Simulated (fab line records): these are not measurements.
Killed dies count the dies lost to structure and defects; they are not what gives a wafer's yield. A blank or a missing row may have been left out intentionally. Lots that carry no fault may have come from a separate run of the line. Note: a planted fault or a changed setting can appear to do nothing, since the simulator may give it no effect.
A lot that was struck, set against a sound lot -- flow n5-finfet -- 40 steps out of a route of 1938
Sound: wafers L802.2, L802.3, L802.6. Wafers L794.1, L794.3, L794.5 were the ones struck. The cause comes at the end.
At each step with rows: each side's tool, then ch and its chambers, then its first start. Under that, the readings that differ: sound wafers -- struck wafers -- difference of the means -- sigmas: that difference in standard deviations of wafers without a fault.
alike: same words and numbers on both sides, and readings whose means sit less than 2 such deviations apart. not compared: any withheld reading, any reading some wafer has no value for, any bound like >300 that may hide the same value, and any number with overlapping values for which the record gives no deviation.
Wherever a step has rows on one side only, a row that says differs or no value, or a row with sigmas, the two part there. Non-overlapping numbers with no deviation appear without sigmas and do not part them. A reading missing from all wafers of one side parts the sides only when that side holds two or more wafers.

N5_MOL_CONTACT_COAG_THK_MEAS_53:
  struck on film-metro-01, day 7 11:36; sound on film-metro-02, day 9 09:52
  alike: VIA_MOL_THK
then, 1 step without rows for these wafers: N5_MOL_CONTACT_COAG_ANNEAL_112 (time 1800 s).
N5_MOL_CONTACT_COAG_INSPECT_97: inspects for defects (darkfield).
  struck on defect-inspect-01, day 7 15:49; sound on defect-inspect-01, day 9 15:11
  alike: raw-defect-count
then, 1 step without rows for these wafers: N5_BEOL_M0_SAQP_PECVD_00 (deposits SiCN from 3MS/NH3, target thk 8 nm, time 14 s).
N5_BEOL_M0_SAQP_ILD_DEP_01: deposits SiOC from DEMS/O2, target thk 45.419 nm, time 8.7 s.
  sound on pecvd-02 ch 1,2, day 9 15:32; struck on pecvd-02 ch 0,1, day 7 16:10
  alike: chamber-pressure-Torr, heater-power-outer-w, heater-power-w, rf-fwd-power-W, showerhead-plenum-p-Torr, susceptor-temp-C, throttle-valve-pct
then, 2 steps without rows for these wafers: N5_BEOL_M0_SAQP_HM_DEP_02 (deposits TiN, target thk 12 nm); N5_BEOL_M0_SAQP_PECVD_03 (deposits SiCN from 3MS/NH3, target thk 12 nm, time 21.1 s).
N5_BEOL_M0_SAQP_PECVD_96: deposits a-Si from SiH4/He, target thk 45 nm, time 45.2 s.
  sound on pecvd-01 ch 1,2, day 9 16:04; struck on pecvd-04 ch 0,2, day 7 16:47
reading,sound,struck,difference,sigmas
susceptor-temp-C (C),350.10 350.00 350.37,349.62 349.70 349.88,-0.42,-2
  alike: chamber-pressure-Torr, heater-power-w, rf-fwd-power-W, showerhead-plenum-p-Torr, throttle-valve-pct
then, 2 steps without rows for these wafers: N5_BEOL_M0_SAQP_PECVD_97 (deposits SiNx from SiH4/NH3/N2, target thk 23 nm, time 19.9 s); N5_BEOL_M0_SAQP_PECVD_04 (deposits a-Si from SiH4/He, target thk 60 nm, time 60.2 s).
N5_BEOL_M0_SAQP_THK_MEAS_05:
  struck on film-metro-01, day 7 16:58; sound on film-metro-01, day 9 16:14
  alike: thk-nm
N5_BEOL_M0_SAQP_HM_DEP_111: deposits SiO2 from SiH4/N2O, target thk 12 nm, time 7.2 s.
  sound on pecvd-02 ch 0,1,2, day 9 16:17; struck on pecvd-02 ch 0,2, day 7 17:00
  no value came back on the struck wafers for any of 6 readings (chamber-pressure-Torr (Torr), heater-power-outer-w (W) and others); on the sound wafers chamber-pressure-Torr (Torr) reads 0.7517 0.7494 0.7536
then, 8 steps without rows for these wafers: N5_BEOL_M0_SAQP_COAT_81 (time 60 s, resist thk 100 nm); N5_BEOL_M0_SAQP_COAT_82 (time 60 s, resist thk 30 nm); N5_BEOL_M0_SAQP_COAT_08 (resist thk 90 nm); N5_BEOL_M0_SAQP_EBR_10; N5_BEOL_M0_SAQP_SOFTBAKE_09 (time 60 s); N5_BEOL_M0_SAQP_EXPOSE_11 (exposes mask M0 CORE, target cd 42 nm); N5_BEOL_M0_SAQP_PEB_12 (peb time 60 s); N5_BEOL_M0_SAQP_DEVELOP_13 (develop time 30 s).
N5_BEOL_M0_SAQP_CD_MEAS_14: the cd target is 42.5 nm.
  sound on cd-sem-02 ch 0, day 9 16:36; struck on cd-sem-02 ch 0, day 7 17:26
  alike: cd-nm
N5_BEOL_M0_SAQP_OVL_MEAS_15:
  sound on overlay-02 ch 0, day 9 16:38; struck on overlay-02 ch 0, day 7 17:28
  alike: M0_CORE_OVL
N5_BEOL_M0_SAQP_INSPECT_16: inspects for defects (brightfield).
  struck on defect-inspect-01, day 7 17:30; sound on defect-inspect-01, day 9 16:40
  alike: raw-defect-count
then, 4 steps without rows for these wafers: N5_BEOL_M0_SAQP_DESCUM_19 (chemistry O2, time 7.9 s); N5_BEOL_M0_SAQP_ETCH_83 (etches SiARC in CF4, target depth 39 nm, time 65 s); N5_BEOL_M0_SAQP_ETCH_84 (etches SOC in N2/H2, target depth 100 nm, overetch 20 nm, time 150 s); N5_BEOL_M0_SAQP_STRIP_80 (strips in N2/H2).
N5_BEOL_M0_SAQP_HM_OPEN_112: chemistry CHF3/O2, target SiO2, stops on a-Si, target depth 12 nm, time 13.5 s.
  sound on rie-diel-01 ch 0,2,3, day 9 16:53; struck on rie-diel-01 ch 0,1,3, day 7 17:43
reading,sound,struck,difference,sigmas
oes-product-au (a.u.),0.50 0.55 0.45,0.33 0.29 0.26,-0.21,-4
model.etch.depth-nm (nm),11.92 11.92 12.05,0 0 0,-12,
  alike: drypump-motor-current-A, rf-fwd-power-W, rf-vpp-V, showerhead-plenum-p-Torr, throttle-valve-pct
  not compared: rf-hours-counter-h
then, 5 steps without rows for these wafers: N5_BEOL_M0_SAQP_STRIP_113 (strips in CHF3/O2); N5_BEOL_M0_SAQP_MANDREL_ETCH_20 (etches a-Si in HBr/Cl2, stops on SiNx, target depth 60 nm, bt time 10 s, time 30 s); N5_BEOL_M0_SAQP_STRIP_86 (strips in N2/H2); N5_BEOL_M0_SAQP_STRIP_115 (strips in post etch residue remover, time 60 s); N5_BEOL_M0_SAQP_SRD_93 (time 30 s).
N5_BEOL_M0_SAQP_RECESS_114: chemistry HF/NH3, target SiO2, target depth 14.4 nm, afs cycles 3, sublimation time 60 s.
  sound on vapor-etch-01 ch 0,1, day 9 17:11; struck on vapor-etch-01 ch 0, day 7 18:02
  alike: drypump-motor-current-A
then, 1 step without rows for these wafers: N5_BEOL_M0_SAQP_SPACER1_ALD_98 (deposits SiO2, target thk 12.8 nm, pulse time 1 s, purge time 2 s).
N5_BEOL_M0_SAQP_SPACER1_ETCHBACK_99: etches SiO2 in CHF3/O2, target depth 15.4 nm, time 7.7 s.
  sound on rie-diel-01 ch 0,1, day 9 18:46; struck on rie-diel-02 ch 2,3, day 7 18:54
  alike: drypump-motor-current-A, oes-product-au, rf-fwd-power-W, rf-vpp-V, showerhead-plenum-p-Torr, throttle-valve-pct
  not compared: rf-hours-counter-h
N5_BEOL_M0_SAQP_MANDREL1_REMOVE_100: chemistry HBr/Cl2/O2, target a-Si, stops on SiNx, bt time 10 s.
  sound on rie-si-02 ch 1,2, day 9 18:52; struck on rie-si-03 ch 1,2, day 7 18:59
  alike: drypump-motor-current-A, oes-product-au, rf-fwd-power-W, throttle-valve-pct
  not compared: rf-hours-counter-h
N5_BEOL_M0_SAQP_CD_MEAS_25: the cd target is 13.1 nm.
  sound on cd-sem-01 ch 0, day 9 18:58; struck on cd-sem-03 ch 0, day 7 19:05
reading,sound,struck,difference,sigmas
cd-nm (nm),13.02 13.24 12.70,- - -,no value on the struck wafers,
then, 1 step without rows for these wafers: N5_BEOL_M0_SAQP_ETCH_101 (etches SiNx in CH3F/O2, target depth 29.9 nm, time 42.7 s).
N5_BEOL_M4_RC_MEAS_101:
  the record has rows for the sound wafers here (prober-02 ch 0, day 12 15:23) and none for the struck ones

WHERE THEY PART
Last at N5_BEOL_M4_RC_MEAS_101 as far as this record goes, first at N5_BEOL_M0_SAQP_PECVD_96.

WHY: whatever the simulator had introduced
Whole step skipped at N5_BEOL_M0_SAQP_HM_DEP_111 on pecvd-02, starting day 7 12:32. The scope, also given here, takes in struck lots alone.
